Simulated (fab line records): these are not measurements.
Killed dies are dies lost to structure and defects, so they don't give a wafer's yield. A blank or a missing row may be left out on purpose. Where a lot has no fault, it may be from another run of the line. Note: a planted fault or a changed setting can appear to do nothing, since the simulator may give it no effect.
2 desks looking at one fault | flow n5Finfet | what lay behind the numbers comes last; until then each desk has only its own

## TOOL OWNER'S DESK, aldMetal-02
The tool's own readings at N5_BEOL_M8_ALD_77 (deposits TaN, target thk 2 nm, pulse time 2 s, purge time 3 s): means of the sampled wafers that have a number, for each lot that ran on this tool. Marked OUT: a lot whose mean sits more than 4 standard deviations from the usual mean, which makes it out of limits; the brackets give that distance.
Columns: A = heaterPowerOuterW at N5_BEOL_M8_ALD_77, usual 230 W; B = heaterPowerW at N5_BEOL_M8_ALD_77, usual 425 W
lot  | first seen here | A   | B
L567 | day 9 11:01     | 211 | 388
L576 | day 11 23:47    | 218 | 391
L578 | day 12 06:00    | 221 | 426
L586 | day 14 21:34    | 219 | 414
L589 | day 14 23:01    | 216 | 410
This desk's verdict: no lot among the 5 shows anything out of limits.

## FROM THE METROLOGY DESK
What the gauges read, lot by lot, whatever tool the lot ran on: means of the sampled wafers that have a number. Marked OUT: a lot whose mean sits more than 4 standard deviations from the usual mean, which makes it out of limits; the brackets give that distance. 7 of its 37 readings are shown: the first one out of limits and those lying furthest out on some lot.
Columns: A = ION_N at N5_BEOL_M4_RC_MEAS_101, usual 676 uA/um; B = COMB_M11 at N5_BEOL_M15_RC_MEAS_101, usual 1.46e-11 S/m; C = COMB_M8_max_site at N5_BEOL_M15_RC_MEAS_101, usual 3.7e-11 S/m; D = COMB_M9 at N5_BEOL_M15_RC_MEAS_101, usual 1.5e-11 S/m; E = SERP_M11 at N5_BEOL_M15_RC_MEAS_101, usual 3.08 ohm/um; F = SERP_M5 at N5_BEOL_M15_RC_MEAS_101, usual 38.5 ohm/um; G = SERP_M9 at N5_BEOL_M15_RC_MEAS_101, usual 3.09 ohm/um
lot  | first seen here | A   | B        | C                  | D       | E    | F    | G
L567 | day 8 03:00     | 675 | 1.51e-11 | 3.4e-11            | 1.1e-11 | 2.99 | 38.6 | 3.06
L576 | day 10 10:47    | 665 | 2.16e-11 | 3.6e-11            | 2.2e-11 | 3.04 | 39.2 | 3.11
L577 | day 10 17:31    | 667 | 1.50e-11 | 3.2e-11            | 1.5e-11 | 3.11 | 40.0 | 3.14
L578 | day 10 20:30    | 664 | 1.47e-11 | 3.6e-11            | 1.9e-11 | 3.04 | 38.8 | 3.23
L579 | day 10 21:04    | 685 | 1.52e-11 | 4.3e-11            | 1.4e-11 | 3.13 | 38.4 | 3.08
L586 | day 13 04:40    | 682 | 1.66e-11 | 7.0e-11 (+4.1) OUT | 1.2e-11 | 3.03 | 38.3 | 3.10
L589 | day 13 08:16    | 694 | 1.56e-11 | 7.1e-11 (+4.3) OUT | 1.2e-11 | 3.24 | 41.6 | 3.21
This desk's finding: out of limits on L586, L589; first on L589, day 17 03:59 (COMB_M8_max_site at N5_BEOL_M15_RC_MEAS_101). Within limits: L567, L576, L577, L578, L579.

## ALL TOGETHER
On L586, L589, the metrology desk was in a position to raise an alarm at day 17 03:59.
The desk of the tool owner found nothing out of limits.
On record at the tool owner's desk: L586, L589, within its limits.
Every lot named ran N5_BEOL_M8_ALD_77 on aldMetal-02.

## WHAT THE SIMULATOR HAD INSERTED
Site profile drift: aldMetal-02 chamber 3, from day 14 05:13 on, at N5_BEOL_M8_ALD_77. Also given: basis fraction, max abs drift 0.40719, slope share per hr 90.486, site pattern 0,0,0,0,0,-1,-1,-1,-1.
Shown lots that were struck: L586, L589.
Delay in hours, fault start to first out-of-limits reading, per desk: metrology desk 71.
